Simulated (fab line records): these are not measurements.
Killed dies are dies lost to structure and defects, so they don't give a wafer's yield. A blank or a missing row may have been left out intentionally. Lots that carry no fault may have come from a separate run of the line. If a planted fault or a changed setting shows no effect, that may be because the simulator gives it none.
8D (eight disciplines) problem report, filled in by code | flow n5 finfet | the parts of the form that need people (team, actions taken, sign-off) are left out

== 1. THE PROBLEM ==
Wafers without a fault read 147.8 nm with a standard deviation of 1.6, while trench depth nm at N5_BEOL_M11_OCD_MEAS_38 averages 138.7 nm across 2 wafers of 1 lot. That puts it -5.7 standard deviations away from the usual mean.
First seen on wafer L831.2, day 13 08:08, on ocd-01. Wafers with a number at this step in the record: 18, from 6 lots. Rule for "out", or "out of limits": more than 4 standard deviations from the usual mean. The rest of the wafers with a number are treated as sound.

== 2. WHAT IT IS; WHAT IT IS NOT ==
question                    | is                | is not
which readings at this step | trench depth nm   | -
which lots                  | L831              | L824, L825, L840, L843, L844
which wafers of those lots  | L831.2, L831.5    | L831.4
read on which gauges        | ocd-01            | ocd-02
when                        | from day 13 08:08 | up to then (7 sound wafers); but 9 sound wafers of L840, L843, L844 came after

== 3. WHAT RULES OUT EACH SUSPECT ==
Counting: a tool at a process step up to the reading stays a suspect if it ran every lot that is out. Sound lots after the first of them don't rule it out here, since some wafers of a struck lot are sound.
- ruled out: the gauge at N5_BEOL_M11_OCD_MEAS_38. All the wafers that are out were read on ocd-01, but those of them that N5_BEOL_M11_THK_MEAS_53 has rows for are out there too, on other tools.
- rie diel-02 at N5_BEOL_M11_STRIP_36 (strips in N2/H2): kept. L831, the lot that is out, went through it at day 13 07:55; up to then, the latest sound lot through it was L825 at day 12 23:09.
- rie diel-02 at N5_BEOL_M11_TRENCH_ETCH_37 (etches SiCOH lowk in C4F6/O2, target depth 148.83 nm, time 48 s): kept. L831, the lot that is out, went through it at day 13 07:57; up to then, the latest sound lot through it was L825 at day 12 23:11.
- rie diel-02 at N5_BEOL_M11_ETCH_41 (etches SiCN in CH3F/O2, target depth 42.6 nm, time 86 s): kept. L831, the lot that is out, went through it at day 13 08:08; up to then, the latest sound lot through it was L825 at day 12 23:22. N5_BEOL_M11_ETCH_41: start missing for some lots; hours and lot order therefore follow N5_BEOL_M11_OCD_MEAS_38.
- Within rie diel-02 at N5_BEOL_M11_STRIP_36: the wafers that are out ran in chamber 1; their sound lot-mates ran in chamber 3.
- Within rie diel-02 at N5_BEOL_M11_TRENCH_ETCH_37: the wafers that are out ran in chamber 1; their sound lot-mates ran in chamber 3.
- Within rie diel-02 at N5_BEOL_M11_ETCH_41: the wafers that are out ran in chamber 1; their sound lot-mates ran in chamber 3.
Still standing after the count: rie diel-02 at N5_BEOL_M11_STRIP_36, rie diel-02 at N5_BEOL_M11_TRENCH_ETCH_37, rie diel-02 at N5_BEOL_M11_ETCH_41.

== 4. THE CAUSE (what the simulator had put in) ==
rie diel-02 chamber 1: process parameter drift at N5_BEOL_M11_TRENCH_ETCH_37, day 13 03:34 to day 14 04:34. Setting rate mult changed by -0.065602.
This tool is one of the 3 suspects left after counting.

== 5. SEQUENCE OF EFFECTS, ordered by route ==
Each row: a reading where the mean over the struck wafers with a number is more than 3 standard deviations away from the usual. Scope: only readings with a usual standard deviation given in the record; hours: median across lots of the time from each lot's start at the first step in this table that gives one to its start at this step; sigmas: change in usual standard deviations.
hours | step                    | reading           | usual         | on struck wafers | change  | sigmas
0     | N5_BEOL_M11_OCD_MEAS_38 | trench depth nm   | 147.8 nm      | 138.7            | -9.2    | -5.7
2     | N5_BEOL_M11_THK_MEAS_53 | M11_THK           | 139.4 nm      | 128.9            | -10.5   | -5.0
2     | N5_BEOL_M11_RS_MEAS_57  | M11_RS            | 0.1522 ohm/sq | 0.1649           | +0.0127 | +6.0
29    | N5_BEOL_M15_RC_MEAS_101 | SERP_M11          | 3.08 ohm/um   | 3.38             | +0.30   | +5.8
29    | N5_BEOL_M15_RC_MEAS_101 | SERP_M11_max_site | 3.17 ohm/um   | 3.46             | +0.29   | +4.6

== 6. HOW IT WOULD HAVE BEEN CAUGHT EARLIER ==
5 hours passed between the start of the fault at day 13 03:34 and the first reading out of limits at a measuring or inspecting step in this record, taken at day 13 08:08.
No tool reading at N5_BEOL_M11_TRENCH_ETCH_37 that has a usual standard deviation in the record was out on any struck wafer, so an alarm limit of 4 standard deviations on those readings would not have fired.
The start of N5_BEOL_M11_TRENCH_ETCH_37 on rie diel-02 came by day 13 08:08 for every one of the lots that are out (1). A hold on the tool at that time would have spared none of them.
